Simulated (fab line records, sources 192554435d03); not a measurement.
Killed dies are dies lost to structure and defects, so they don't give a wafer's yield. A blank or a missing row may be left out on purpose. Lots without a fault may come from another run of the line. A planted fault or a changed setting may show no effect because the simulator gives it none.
A struck lot beside a sound one | flow n5_finfet | 16 steps out of a route of 1938
Sound: wafers L947.2, L947.4, L947.6. Struck: wafers L959.1, L959.4, L959.6. The cause comes at the end.
At each step with rows: each side's tool, then ch and its chambers, then its first start. Under that, the readings that differ: sound wafers | struck wafers | difference of the means | sigmas: that difference in standard deviations of wafers without a fault.
alike: readings whose means differ by less than 2 such deviations, and words and numbers that are the same on both sides. not compared: withheld readings, readings that some wafer has no value for, bounds like >300 that may hide the same value, and numbers for which the record gives no deviation and whose values overlap.
The two part at a step that has a row with sigmas, a row that says differs or no value, or rows on one side only. Numbers that don't overlap but have no deviation are shown without sigmas and don't part them. A reading that every wafer of one side lacks parts them only if that side has two wafers or more.

first, 8 steps without rows for these wafers: N5_BEOL_M3_COAT_68 (time 60 s, resist thk 12 nm); N5_BEOL_M3_COAT_76 (time 60 s, resist thk 5 nm); N5_BEOL_M3_COAT_22 (resist thk 30 nm); N5_BEOL_M3_EBR_24; N5_BEOL_M3_SOFTBAKE_23 (time 60 s); N5_BEOL_M3_EXPOSE_25 (exposes mask V2, defocus 5 nm); N5_BEOL_M3_PEB_26 (peb time 60 s); N5_BEOL_M3_DEVELOP_27 (develop time 30 s).
N5_BEOL_M3_CD_MEAS_28: target cd 25.7 nm, target cd y 23.3 nm.
  sound on cd_sem-02 ch 0, day 7 11:58; struck on cd_sem-02 ch 0, day 10 22:25
  alike: cd_nm
N5_BEOL_M3_OVL_MEAS_29:
  sound on overlay-02 ch 0, day 7 11:59; struck on overlay-01 ch 0, day 10 22:27
  reading     | sound          | struck       | difference | sigmas
  V2_OVL (nm) | -0.8 -1.5 -1.5 | 1.5 1.0 -0.3 | +2.0       | +3
N5_BEOL_M3_INSPECT_30: inspects for defects (brightfield).
  sound on defect_inspect-02, day 7 12:03; struck on defect_inspect-02, day 10 22:31
  alike: raw_defect_count
N5_BEOL_M3_DESCUM_33: chemistry O2, time 7 s.
  sound on rie_diel-03 ch 0,1,3, day 7 12:05; struck on rie_diel-03 ch 1,2, day 10 22:33
  alike: drypump_motor_current_A, oes_product_au, rf_vpp_V, showerhead_plenum_p_Torr, throttle_valve_pct
  not compared: rf_hours_counter_h
N5_BEOL_M3_ETCH_77: etches underlayer in N2/H2, target depth 6.5 nm, time 5.2 s.
  sound on rie_diel-03 ch 0,1,3, day 7 12:07; struck on rie_diel-03 ch 1,2, day 10 22:35
  reading               | sound          | struck         | difference | sigmas
  etch_rf_on_time_s (s) | 5.26 5.15 5.15 | 3.35 3.37 3.39 | -1.82      | -17
  oes_product_au (a.u.) | 0.63 0.62 0.61 | 0.78 0.77 0.79 | +0.16      | +3
  alike: drypump_motor_current_A, rf_vpp_V, showerhead_plenum_p_Torr, throttle_valve_pct
  not compared: rf_hours_counter_h
N5_BEOL_M3_ETCH_69: etches SiARC in CF4, target depth 15.6 nm, time 26 s.
  sound on rie_diel-03 ch 0,1,3, day 7 12:08; struck on rie_diel-03 ch 1,2, day 10 22:36
  alike: drypump_motor_current_A, etch_rf_on_time_s, oes_product_au, rf_vpp_V, showerhead_plenum_p_Torr, throttle_valve_pct
  not compared: rf_hours_counter_h
N5_BEOL_M4_RC_MEAS_101:
  sound on prober-02 ch 0, day 8 09:34; struck on prober-01 ch 0, day 11 11:40
  alike: DIBL_N, DIBL_P, IOFF_N, IOFF_P, ION_N, ION_P, SS_N, SS_P, VT_N, VT_P
-- the record jumps here: 4 days lie between the struck wafers' starts before and after (it left off in module BEOL_M4 and takes up again in module PASSIVATION, whose first step shown is number 1936 of the route) --
N5_PASSIVATION_PROBE_49:
  the record has rows for the struck wafers here (prober-01, day 15 22:50) and none for the sound ones

WHERE THEY PART
First at N5_BEOL_M3_OVL_MEAS_29; last, within this record, at N5_PASSIVATION_PROBE_49.

WHY: what the simulator had put in
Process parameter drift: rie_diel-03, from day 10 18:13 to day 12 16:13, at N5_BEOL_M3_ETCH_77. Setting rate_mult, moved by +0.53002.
